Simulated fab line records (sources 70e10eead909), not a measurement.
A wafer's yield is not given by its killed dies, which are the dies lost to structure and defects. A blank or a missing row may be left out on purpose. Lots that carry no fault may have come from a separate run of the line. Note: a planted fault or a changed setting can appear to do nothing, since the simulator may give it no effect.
Check of tool commonality -- flow nand-harc -- Sampled: 14 lots, 42 wafers

WHY IT WAS OPENED
Flagged at NHARC_A_ONON_D1_THK_MEAS_30: reading thk-nm, on 2 of 14 lots. Fault-free wafers read 1000 nm, with a standard deviation of 10.
Rule: a lot is flagged when every wafer of it that has a number lies more than 4 standard deviations from that mean, or none has a number. All remaining lots are regarded as sound.

lot,measured,on,"thk-nm (nm), wafer by wafer",flag
L818,day 8 04:26,film-metro-02,1008 1012 1009,
L819,day 8 10:43,film-metro-02,1007 1005 1007,
L820,day 9 00:50,film-metro-01,998 996 997,
L822,day 9 19:11,film-metro-02,981 981 983,
L821,day 9 19:11,film-metro-01,998 998 1000,
L831,day 13 18:40,film-metro-01,1573 1576 1574,FLAGGED
L832,day 14 13:01,film-metro-02,1578 1580 1579,FLAGGED
L833,day 14 13:03,film-metro-02,1009 1010 1010,
L834,day 15 09:28,film-metro-02,1000 1000 999,
L836,day 16 02:16,film-metro-01,997 995 995,
L837,day 16 02:19,film-metro-01,998 1001 1002,
L838,day 16 18:34,film-metro-01,1009 1010 1009,
L839,day 17 04:32,film-metro-02,1015 1016 1014,
L841,day 18 04:09,film-metro-01,990 992 991,
Average over the flagged lots: 1577 nm; offset from the usual +577 nm, equal to +58 standard deviations.

WHICH TOOL RAN EACH LOT
The record holds 1 process step before the reading, out of a route of 1302 steps. Read each cell as the tool, then ch plus the chambers that the sampled wafers visited, then the start.
lot,flag,NHARC_A_ONON_D1_DEP_28
L818,,"pecvd-onon-03 ch 0, day 8 04:02"
L819,,"pecvd-onon-01 ch 0, day 8 10:12"
L820,,"pecvd-onon-03 ch 0, day 9 00:23"
L822,,"pecvd-onon-04 ch 0, day 9 18:40"
L821,,"pecvd-onon-03 ch 0, day 9 18:40"
L831,FLAGGED,"pecvd-onon-01 ch 0, day 13 18:13"
L832,FLAGGED,"pecvd-onon-01 ch 0, day 14 12:34"
L833,,"pecvd-onon-03 ch 0, day 14 12:39"
L834,,"pecvd-onon-03 ch 0, day 15 08:58"
L836,,"pecvd-onon-03 ch 0, day 16 01:49"
L837,,"pecvd-onon-04 ch 0, day 16 01:46"
L838,,"pecvd-onon-04 ch 0, day 16 18:08"
L839,,"pecvd-onon-01 ch 0, day 17 04:09"
L841,,"pecvd-onon-01 ch 0, day 18 03:46"
What is done by these steps:
- NHARC_A_ONON_D1_DEP_28: target thk 1000 nm.
- NHARC_A_ONON_D1_THK_MEAS_30: measures by ellipsometry.

FLAGGED AGAINST TOTAL, ONE TOOL AT A TIME (gauges that did the reading follow at the end)
step,tool,lots run,flagged,share of the flagged lots,sound lots run after its first flagged lot
NHARC_A_ONON_D1_DEP_28,pecvd-onon-01,5,2,all,"2 (L839,L841)"
NHARC_A_ONON_D1_DEP_28,pecvd-onon-03,6,0,none,-
NHARC_A_ONON_D1_DEP_28,pecvd-onon-04,3,0,none,-
NHARC_A_ONON_D1_THK_MEAS_30,film-metro-01,7,1,some,"4 (L836,L837,L838,L841)"
NHARC_A_ONON_D1_THK_MEAS_30,film-metro-02,7,1,some,"3 (L833,L834,L839)"

WHAT THE TABLE ALLOWS
Rows of the table that ran each flagged lot: 1, that is pecvd-onon-01 at NHARC_A_ONON_D1_DEP_28.
- pecvd-onon-01 at NHARC_A_ONON_D1_DEP_28 ran 5 lots, 2 of them flagged. Sound lots followed the first flagged one (L839, L841) on it, something a lasting fault affecting the whole tool could not allow.
Every row of the table either missed a flagged lot or ran a sound lot after the first.

WHAT THE SIMULATOR HAD PUT IN
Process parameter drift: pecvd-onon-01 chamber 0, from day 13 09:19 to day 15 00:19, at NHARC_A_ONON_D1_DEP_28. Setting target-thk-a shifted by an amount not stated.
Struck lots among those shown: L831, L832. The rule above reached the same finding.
